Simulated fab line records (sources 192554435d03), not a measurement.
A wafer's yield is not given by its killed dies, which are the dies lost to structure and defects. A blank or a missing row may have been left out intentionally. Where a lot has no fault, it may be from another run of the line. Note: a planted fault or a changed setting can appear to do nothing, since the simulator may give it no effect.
The tool behind it: which one? | flow n5_finfet | 12 lots with 36 wafers sampled at 4 steps, on a route of 1938 steps

## WHAT THE GAUGES READ, wafer by wafer
N5_BEOL_M4_CD_MEAS_35: target cd 18 nm, target cd y 22.4 nm.
lot  | measured     | on        | cd_nm (nm)
L075 | day 7 22:49  | cd_sem-01 | 17.9 18.4 18.1
L077 | day 8 14:02  | cd_sem-03 | 18.0 18.2 18.5
L080 | day 9 03:00  | cd_sem-01 | 17.8 18.2 18.1
L081 | day 9 13:23  | cd_sem-02 | 17.7 17.5 17.7
L084 | day 9 22:55  | cd_sem-03 | 18.3 18.0 17.9
L085 | day 10 08:56 | cd_sem-02 | 18.6 18.5 18.3
L087 | day 11 10:56 | cd_sem-03 | 17.6 18.1 18.0
L089 | day 11 14:28 | cd_sem-03 | 18.6 18.2 18.4
L092 | day 11 18:11 | cd_sem-02 | 17.5 17.9 17.2
L093 | day 12 15:44 | cd_sem-03 | 18.0 17.9 17.9
L096 | day 13 08:09 | cd_sem-02 | 17.8 18.1 17.9
L097 | day 13 14:08 | cd_sem-01 | 17.8 17.8 17.9

## EACH LOT AND THE TOOL THAT RAN IT (in order: tool; ch and the chambers of the sampled wafers; start)
lot  | N5_BEOL_M4_ETCHBACK_99             | N5_BEOL_M4_STRIP_36                | N5_BEOL_M4_TRENCH_ETCH_37
L075 | rie_diel-06 ch 0,1,2, day 7 22:15  | rie_diel-06 ch 0,1,2, day 7 22:28  | rie_diel-06 ch 0,1,2, day 7 22:49 or earlier
L077 | rie_diel-06 ch 0,1, day 8 13:29    | rie_diel-06 ch 0,1, day 8 13:41    | rie_diel-06 ch 0,1, day 8 14:02 or earlier
L080 | rie_diel-03 ch 0,1,3, day 9 02:27  | rie_diel-03 ch 0,1,3, day 9 02:40  | rie_diel-03 ch 0,1,3, day 9 03:00 or earlier
L081 | rie_diel-04 ch 2,3, day 9 12:51    | rie_diel-04 ch 2,3, day 9 13:03    | rie_diel-04 ch 2,3, day 9 13:23 or earlier
L084 | rie_diel-03 ch 0,2, day 9 22:22    | rie_diel-03 ch 0,2, day 9 22:35    | rie_diel-03 ch 0,2, day 9 22:55 or earlier
L085 | rie_diel-03 ch 2,3, day 10 08:22   | rie_diel-03 ch 2,3, day 10 08:34   | rie_diel-03 ch 2,3, day 10 08:56 or earlier
L087 | rie_diel-03 ch 0,1,3, day 11 10:17 | rie_diel-03 ch 0,1,3, day 11 10:30 | rie_diel-03 ch 0,1,3, day 11 10:56 or earlier
L089 | rie_diel-03 ch 0,1,3, day 11 13:49 | rie_diel-03 ch 0,1,3, day 11 14:02 | rie_diel-03 ch 0,1,3, day 11 14:28 or earlier
L092 | rie_diel-03 ch 1,2,3, day 11 17:38 | rie_diel-03 ch 1,2,3, day 11 17:50 | rie_diel-03 ch 1,2,3, day 11 18:11 or earlier
L093 | rie_diel-03 ch 0,3, day 12 15:11   | rie_diel-03 ch 0,3, day 12 15:23   | rie_diel-03 ch 0,3, day 12 15:44 or earlier
L096 | rie_diel-04 ch 0,1,3, day 13 07:36 | rie_diel-04 ch 0,1,3, day 13 07:48 | rie_diel-04 ch 0,1,3, day 13 08:09 or earlier
L097 | rie_diel-03 ch 0,1,3, day 13 13:35 | rie_diel-03 ch 0,1,3, day 13 13:47 | rie_diel-03 ch 0,1,3, day 13 14:08 or earlier
- N5_BEOL_M4_ETCHBACK_99: etches SiO2 in CHF3, target depth 5 nm, time 10.4 s.
- N5_BEOL_M4_STRIP_36: strips in N2/H2.
- N5_BEOL_M4_TRENCH_ETCH_37: etches SiOC in C4F6/O2, target depth 55.555 nm, time 29.2 s.

## THE ANSWER, worked out from the rows above alone
Rule: the lots themselves supply what counts as usual. Put in order of their means at a reading, lots are off if they are a third of the lots or fewer, leave a main group of 4 or more, and stand apart from it by a gap of 3 or more times the standard deviation of the main group's means; of several such gaps the widest counts. If all means in a main group match to the digits the tables above print for the reading, that group is not used. A lot without any number at a reading at which 4 lots or more have one is off too. All remaining lots with rows at the step are treated as sound.
No lot is off at any reading shown: from this, nothing can be told.

## WHAT THE SIMULATOR HAD INSERTED
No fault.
